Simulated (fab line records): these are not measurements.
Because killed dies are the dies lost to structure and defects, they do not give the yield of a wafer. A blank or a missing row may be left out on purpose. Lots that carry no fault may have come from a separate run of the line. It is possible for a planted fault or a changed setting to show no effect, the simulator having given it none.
Chamber matching    flow nandHarc    NHARC_A_STAIRCASE_DEP_417 on pecvd-02 has 3 sister chambers
The step deposits Si3N4, target thk 60 nm. 20 wafers are shown with their chamber, then 10 later ones without.

== EACH WAFER AND ITS CHAMBER ==
wafer   chamber  heaterPowerW (W)  heaterPowerOuterW (W)
L076.1  2        641               375
L076.3  1        810               473
L076.6  1        835               476
L080.2  1        793               457
L080.4  2        626               358
L080.5  0        695               436
L082.2  1        726               398
L082.4  2        707               411
L082.6  1        724               406
L083.2  0        622               397
L083.3  2        753               443
L083.5  1        716               405
L085.1  1        733               406
L085.3  2        649               364
L085.6  2        667               366
L088.3  0        723               453
L088.5  1        686               390
L088.6  0        732               456
L091.2  1        769               457
L091.3  2        722               419

SIGNATURES (averages over the wafers above)
reading            chamber 0  chamber 1  chamber 2  scatter within a chamber
heaterPowerW       693.00     754.67     680.71     48.8
heaterPowerOuterW  435.50     429.78     390.86     33.1
Rule: for a wafer and a chamber, the distance is found by dividing, reading by reading, the gap between the wafer's reading and the chamber's mean by the reading's scatter, squaring, summing and taking the root. If the next closest chamber is less than 2 further off than the closest, the wafer can't be placed; otherwise it belongs to the closest. How the scatter is found: for the shown wafers, subtract from each reading the mean of its chamber, square and add these, divide the total by (wafers less chambers), then take the root.

== WAFERS WITH NO CHAMBER GIVEN ==
wafer   heaterPowerW (W)  heaterPowerOuterW (W)
L091.6  642               398
L093.3  696               397
L093.5  654               415
L093.6  784               447
L095.1  838               465
L095.4  639               406
L095.5  712               410
L097.1  845               486
L097.3  797               512
L097.4  844               483

== WHICH CHAMBER EACH WENT THROUGH ==
wafer   from the rows above           in truth
L091.6  can't be placed: 2 or 0 or 1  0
L093.3  can't be placed: 2 or 0 or 1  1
L093.5  can't be placed: 2 or 0 or 1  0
L093.6  can't be placed: 1 or 0 or 2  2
L095.1  can't be placed: 1 or 0 or 2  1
L095.4  can't be placed: 2 or 0 or 1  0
L095.5  can't be placed: 0 or 2 or 1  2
L097.1  can't be placed: 1 or 0 or 2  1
L097.3  can't be placed: 1 or 0 or 2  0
L097.4  can't be placed: 1 or 0 or 2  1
0 of 10 placed correctly. Unplaceable from these rows: 10, with the true chamber sitting among the candidates in 10. Placed wrongly: 0.
